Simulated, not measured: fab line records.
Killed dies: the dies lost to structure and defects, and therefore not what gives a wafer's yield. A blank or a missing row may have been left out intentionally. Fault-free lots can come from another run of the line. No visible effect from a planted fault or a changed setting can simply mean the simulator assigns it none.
Split-lot study -- flow n5-finfet -- 21 wafers read across 7 lots, on a route 1938 steps long

ABOUT THE SPLIT
At N5_BEOL_M11_EXPOSE_08 (exposes mask M11), the setting dose-mj was moved away from the recipe's 53.75 on 6 of the 21 wafers read, by -3.0% to +4.6%. The other wafers ran this setting at the recipe's value.

FROM THE SPLIT TO THE READING: what the file shows between them, 18 steps
- N5_BEOL_M11_PEB_09: peb time 60 s
- N5_BEOL_M11_DEVELOP_10: develop time 30 s
- N5_BEOL_M11_CD_MEAS_11: target cd 64.1 nm
- N5_BEOL_M11_DESCUM_16: chemistry O2, time 7.9 s
- N5_BEOL_M11_ETCH_61: etches SiARC in CF4, target depth 39 nm, time 65 s
- N5_BEOL_M11_ETCH_62: etches SOC in N2/H2, target depth 110 nm, overetch 22 nm, time 165 s
- N5_BEOL_M11_STRIP_68: strips in N2/H2
- N5_BEOL_M11_STRIP_67: strips in CF4
- N5_BEOL_M11_HM_OPEN_17: chemistry Cl2/BCl3, target TiN, target depth 20 nm, overetch 6 nm
- N5_BEOL_M11_STRIP_19: strips in O2
- N5_BEOL_M11_CD_MEAS_18: pitch 140 nm, target cd 70 nm
- N5_BEOL_M11_COAT_63: time 60 s, resist thk 100 nm
- N5_BEOL_M11_COAT_64: time 60 s, resist thk 30 nm
- N5_BEOL_M11_STRIP_77: strips in N2/H2, time 10 s
- N5_BEOL_M11_HM_STRIP_39: strips TiN in peroxide tin strip, target depth 25 nm, time 158 s
- N5_BEOL_M11_SRD_40: time 30 s
- N5_BEOL_M11_PRECLEAN_42: cleans in residue remover, time 60 s
- N5_BEOL_M11_SRD_43: time 30 s

THE READING
At N5_BEOL_M11_CD_MEAS_35: cd-nm in nanometres, against a target cd of 70 nm. Typical for fault-free wafers on this fab line: 70.0 nm, with standard deviation 0.72 nm.

wafer,"tool, chamber at the split",dose-mj as run,against the recipe,"cd-nm, nm",against lot-mates on the recipe
L076.1,"arfi-scanner-03, 0",53.75,recipe,69.9,-
L076.2,"arfi-scanner-03, 0",53.75,recipe,69.4,-
L076.4,"arfi-scanner-03, 0",53.75,recipe,70.7,-
L075.1,"arfi-scanner-02, 0",53.75,recipe,70.5,-
L075.3,"arfi-scanner-02, 0",52.16,-3.0%,68.6,-1.9
L075.5,"arfi-scanner-02, 0",52.16,-3.0%,69.1,-1.4
L079.1,"arfi-scanner-03, 0",55.73,+3.7%,73.4,+3.9
L079.2,"arfi-scanner-03, 0",53.75,recipe,69.5,-
L079.4,"arfi-scanner-03, 0",55.73,+3.7%,73.4,+3.9
L084.4,"arfi-scanner-03, 0",53.75,recipe,69.7,-
L084.5,"arfi-scanner-03, 0",53.75,recipe,70.1,-
L084.6,"arfi-scanner-03, 0",53.75,recipe,68.9,-
L088.1,"arfi-scanner-03, 0",56.21,+4.6%,73.3,+3.3
L088.2,"arfi-scanner-03, 0",53.75,recipe,69.7,-
L088.4,"arfi-scanner-03, 0",53.75,recipe,70.3,-
L094.1,"arfi-scanner-02, 0",54.9,+2.1%,71.4,+1.6
L094.5,"arfi-scanner-02, 0",53.75,recipe,70.0,-
L094.6,"arfi-scanner-02, 0",53.75,recipe,69.7,-
L096.1,"arfi-scanner-01, 0",53.75,recipe,70.7,-
L096.4,"arfi-scanner-01, 0",53.75,recipe,70.8,-
L096.6,"arfi-scanner-01, 0",53.75,recipe,70.1,-

THE FIT
A straight line over all 21 wafers: cd-nm changes by +0.692 nm for each +1% of dose-mj; r = +0.91; the points scatter about the line by 0.59 nm.
The same after taking each lot's own level away (the mean of its wafers on the recipe; 21 wafers): +0.795 nm for each +1%; r = +0.95; scatter 0.51 nm.
Per that fit: largest dose-mj move, reading shift of 3.6 nm.
The span of the lots' own levels, 69.50 to 70.53 nm, comes to 1.4 times the standard deviation stated above.
So the slope is not independent of the lot-to-lot level: the two fits are not the same.
Check: for one of the wafers moved furthest among these (+4.6%), held out of the fit, the line's prediction against its lot-mates is +3.99 nm. It came out at +3.3 nm against them.

THESE WAFERS: OTHER SPLITS
Before the reading, these wafers also passed through other splits. Each is held against what the fit with the lots' levels taken away leaves over:
other split on the same wafers,wafers away from the commonest value,r with cd-nm (lot level and that fit taken away)
N5_BEOL_M11_PECVD_70 temp-c,5,+0.33

THE WHOLE CHAIN: every reading that the file lists as answering this split, in the file's order
step,what it does,reading,change (the file's fit),r (the file's)
N5_BEOL_M11_CD_MEAS_11,target cd 64.1 nm,cd-nm,+0.688 nm for each +1% of the setting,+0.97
N5_BEOL_M11_ETCH_61,"etches SiARC in CF4, target depth 39 nm, time 65 s","BEOL_M11.cd-offset-nm (the simulator's own value, which no gauge read)",+0.692 nm for each +1% of the setting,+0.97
N5_BEOL_M11_ETCH_62,"etches SOC in N2/H2, target depth 110 nm, overetch 22 nm, time 165 s","BEOL_M11.cd-offset-nm (the simulator's own value, which no gauge read)",+0.728 nm for each +1% of the setting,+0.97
N5_BEOL_M11_HM_OPEN_17,"chemistry Cl2/BCl3, target TiN, target depth 20 nm, overetch 6 nm","BEOL_M11.cd-offset-nm (the simulator's own value, which no gauge read)",+0.761 nm for each +1% of the setting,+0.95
N5_BEOL_M11_CD_MEAS_18,"pitch 140 nm, target cd 70 nm",cd-nm,+0.779 nm for each +1% of the setting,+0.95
N5_BEOL_M11_CD_MEAS_35,target cd 70 nm,cd-nm,+0.779 nm for each +1% of the setting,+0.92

FILE'S OWN FIT
cd-nm changes by +0.779 nm for each +1% of dose-mj, r = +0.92.
